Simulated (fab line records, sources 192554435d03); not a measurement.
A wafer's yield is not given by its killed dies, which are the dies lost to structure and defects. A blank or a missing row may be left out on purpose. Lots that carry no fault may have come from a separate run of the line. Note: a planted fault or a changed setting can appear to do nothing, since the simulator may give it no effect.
Chamber matching ; flow n5-finfet ; N5_HKMG_FIN_ALD_71 on ald-metal-04: 4 sister chambers
The step deposits TiN, target thk 1 nm, pulse time 1 s, purge time 3 s. 4 wafers are shown with their chamber, then 10 later ones without.

EACH WAFER AND ITS CHAMBER
wafer;chamber;heater-power-w (W)
L078.2;3;784
L088.1;1;1043
L091.2;0;970
L091.4;2;895

WAFERS WHOSE CHAMBER IS MISSING
wafer;heater-power-w (W)
L091.6;972
L093.1;789
L093.2;969
L093.5;1056
L095.1;895
L095.4;969
L095.5;792
L096.1;951
L096.4;887
L096.6;965

THE CHAMBER EACH PASSED THROUGH
wafer;from the rows above;in truth
L091.6;0;0
L093.1;3;3
L093.2;0;0
L093.5;1;1
L095.1;2;2
L095.4;0;0
L095.5;3;3
L096.1;0;0
L096.4;2;2
L096.6;0;0
10 of 10 placed correctly. From these rows, 0 cannot be placed. 0 placed wrongly.
How it was worked out, from the rows above alone: a wafer's distance from a chamber is the root of the sum, over the readings, of the square of ((its reading less the chamber's mean) divided by the reading's scatter). The wafer belongs to the nearest chamber; if the next one is less than 2 further off, it can't be placed. Each chamber's mean is taken over the wafers shown for it. The scatter: root of mean squared gap, hidden wafer to nearest shown wafer, with one shown wafer a chamber.
